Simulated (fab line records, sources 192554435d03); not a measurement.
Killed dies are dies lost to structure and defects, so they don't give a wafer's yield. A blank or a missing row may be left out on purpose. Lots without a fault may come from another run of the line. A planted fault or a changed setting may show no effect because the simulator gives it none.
Chamber matching | flow n5_finfet | N5_BEOL_M5_DESCUM_33 on rie_diel-04: 4 sister chambers
The step chemistry O2, time 7 s. 8 wafers are shown with their chamber, then 9 later ones without.

WAFERS WITH THEIR CHAMBER
wafer  | chamber | throttle_valve_pct (%) | oes_product_au (a.u.)
L077.6 | 2       | 19.97                  | 0.96
L080.4 | 2       | 19.97                  | 0.96
L080.5 | 0       | 20.85                  | 0.70
L086.2 | 0       | 20.86                  | 0.71
L086.6 | 1       | 20.25                  | 0.73
L087.3 | 1       | 20.24                  | 0.72
L087.4 | 3       | 20.81                  | 0.69
L087.5 | 3       | 20.80                  | 0.69

WAFERS WITHOUT THEIR CHAMBER
wafer  | throttle_valve_pct (%) | oes_product_au (a.u.)
L090.1 | 20.88                  | 0.69
L090.2 | 20.26                  | 0.72
L090.6 | 20.89                  | 0.70
L092.2 | 20.00                  | 0.91
L092.4 | 20.27                  | 0.71
L092.6 | 20.89                  | 0.69
L096.1 | 20.90                  | 0.69
L096.3 | 20.03                  | 0.88
L096.5 | 20.28                  | 0.70

WHICH CHAMBER EACH WENT THROUGH
wafer  | from the rows above | in truth
L090.1 | 0                   | 0
L090.2 | 1                   | 1
L090.6 | 0                   | 0
L092.2 | 2                   | 2
L092.4 | 1                   | 1
L092.6 | 0                   | 0
L096.1 | 0                   | 0
L096.3 | 2                   | 2
L096.5 | 1                   | 1
Placed correctly: 9 of 9. Can't be placed from these rows: 0. Placed wrongly: 0.
How it was worked out, from the rows above alone: a wafer's distance from a chamber is the root of the sum, over the readings, of the square of ((its reading less the chamber's mean) divided by the reading's scatter). The wafer belongs to the nearest chamber; if the next one is less than 2 further off, it can't be placed. A chamber's mean is the mean of its shown wafers. The scatter: the root of (the sum of the squares of (reading less its chamber's mean) over the shown wafers, divided by (wafers less chambers)).
